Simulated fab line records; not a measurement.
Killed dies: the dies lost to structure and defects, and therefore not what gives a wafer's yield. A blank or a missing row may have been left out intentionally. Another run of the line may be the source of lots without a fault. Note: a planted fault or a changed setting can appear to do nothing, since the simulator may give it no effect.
Split-lot trial    flow n5_finfet    21 wafers read from 7 lots, route of 1938 steps

SPLIT DETAILS
At N5_BEOL_M9_EXPOSE_08 (exposes mask M9), the setting dose_mj was moved away from the recipe's 53.75 on 7 of the 21 wafers read, by -6.8% to +6.9%. For the rest of the wafers, this setting stayed at what the recipe calls for.

FROM THE SPLIT TO THE READING: what the file shows between them, 14 steps
- N5_BEOL_M9_PEB_09: peb time 60 s
- N5_BEOL_M9_DEVELOP_10: develop time 30 s
- N5_BEOL_M9_CD_MEAS_11: target cd 64.1 nm
- N5_BEOL_M9_DESCUM_16: chemistry O2, time 7.9 s
- N5_BEOL_M9_ETCH_61: etches SiARC in CF4, target depth 39 nm, time 65 s
- N5_BEOL_M9_ETCH_62: etches SOC in N2/H2, target depth 110 nm, overetch 22 nm, time 165 s
- N5_BEOL_M9_STRIP_68: strips in N2/H2
- N5_BEOL_M9_HM_OPEN_17: chemistry Cl2/BCl3, target TiN, target depth 20 nm, overetch 6 nm
- N5_BEOL_M9_STRIP_19: strips in O2
- N5_BEOL_M9_CD_MEAS_18: pitch 140 nm, target cd 70 nm
- N5_BEOL_M9_COAT_63: time 60 s, resist thk 60 nm
- N5_BEOL_M9_COAT_64: time 60 s, resist thk 12 nm
- N5_BEOL_M9_PRECLEAN_42: cleans in residue remover, time 60 s
- N5_BEOL_M9_SRD_43: time 30 s

THE READING
cd_nm, in nm, at N5_BEOL_M9_CD_MEAS_35 (target cd 70 nm, target cd y 40 nm). A value of 70.0 nm with a standard deviation of 0.68 nm is what fault-free wafers of this fab line usually give.

wafer   tool, chamber at the split  dose_mj as run  against the recipe  cd_nm, nm  against lot-mates on the recipe
L076.4  arfi_scanner-01, 0          53.75           recipe              70.1       -
L076.5  arfi_scanner-01, 0          53.75           recipe              69.0       -
L076.6  arfi_scanner-01, 0          53.75           recipe              70.3       -
L077.1  arfi_scanner-03, 0          57.1            +6.2%               73.6       +3.2
L077.2  arfi_scanner-03, 0          53.75           recipe              69.8       -
L077.6  arfi_scanner-03, 0          53.75           recipe              70.9       -
L084.1  arfi_scanner-02, 0          53.75           recipe              70.4       -
L084.2  arfi_scanner-02, 0          53.75           recipe              68.9       -
L084.3  arfi_scanner-02, 0          53.75           recipe              69.8       -
L085.3  arfi_scanner-02, 0          57.47           +6.9%               73.4       +3.5
L085.5  arfi_scanner-02, 0          53.75           recipe              69.9       -
L085.6  arfi_scanner-02, 0          57.47           +6.9%               73.5       +3.6
L090.1  arfi_scanner-02, 0          53.75           recipe              70.4       -
L090.2  arfi_scanner-02, 0          53.75           recipe              69.9       -
L090.4  arfi_scanner-02, 0          53.75           recipe              69.4       -
L093.3  arfi_scanner-03, 0          53.75           recipe              70.3       -
L093.5  arfi_scanner-03, 0          50.08           -6.8%               66.7       -3.6
L093.6  arfi_scanner-03, 0          50.08           -6.8%               66.9       -3.4
L097.1  arfi_scanner-02, 0          52.17           -2.9%               67.9       -1.5
L097.2  arfi_scanner-02, 0          52.17           -2.9%               68.3       -1.1
L097.5  arfi_scanner-02, 0          53.75           recipe              69.4       -

FIT RESULTS
A straight line over all 21 wafers: cd_nm changes by +0.51 nm for each +1% of dose_mj; r = +0.96; the points scatter about the line by 0.51 nm.
The same after taking each lot's own level away (the mean of its wafers on the recipe; 21 wafers): +0.509 nm for each +1%; r = +0.97; scatter 0.42 nm.
The reading moves by 3.5 nm for the largest change in dose_mj, on that fit.
From 69.40 to 70.35 nm: that is the span of the lots' own levels, equal to 1.4 times the standard deviation above.
Hence the lot-to-lot level has little effect on the slope; both slopes agree.
Check: for one of the wafers moved furthest among these (+6.9%), held out of the fit, the line's prediction against its lot-mates is +3.56 nm. It came out at +3.5 nm against them.

THE WHOLE CHAIN: every reading that the file lists as answering this split, in the file's order
step                   what it does                                        reading                                                                change (the file's fit)                r (the file's)
N5_BEOL_M9_CD_MEAS_11  target cd 64.1 nm                                   cd_nm                                                                  +0.451 nm for each +1% of the setting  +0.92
N5_BEOL_M9_ETCH_61     etches SiARC in CF4, target depth 39 nm, time 65 s  BEOL_M9.cd_offset_nm (the simulator's own value, which no gauge read)  +0.475 nm for each +1% of the setting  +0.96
N5_BEOL_M9_CD_MEAS_18  pitch 140 nm, target cd 70 nm                       cd_nm                                                                  +0.447 nm for each +1% of the setting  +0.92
N5_BEOL_M9_CD_MEAS_35  target cd 70 nm, target cd y 40 nm                  cd_nm                                                                  +0.51 nm for each +1% of the setting   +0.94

THE FILE'S OWN FIT
cd_nm changes by +0.51 nm for each +1% of dose_mj, r = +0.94.
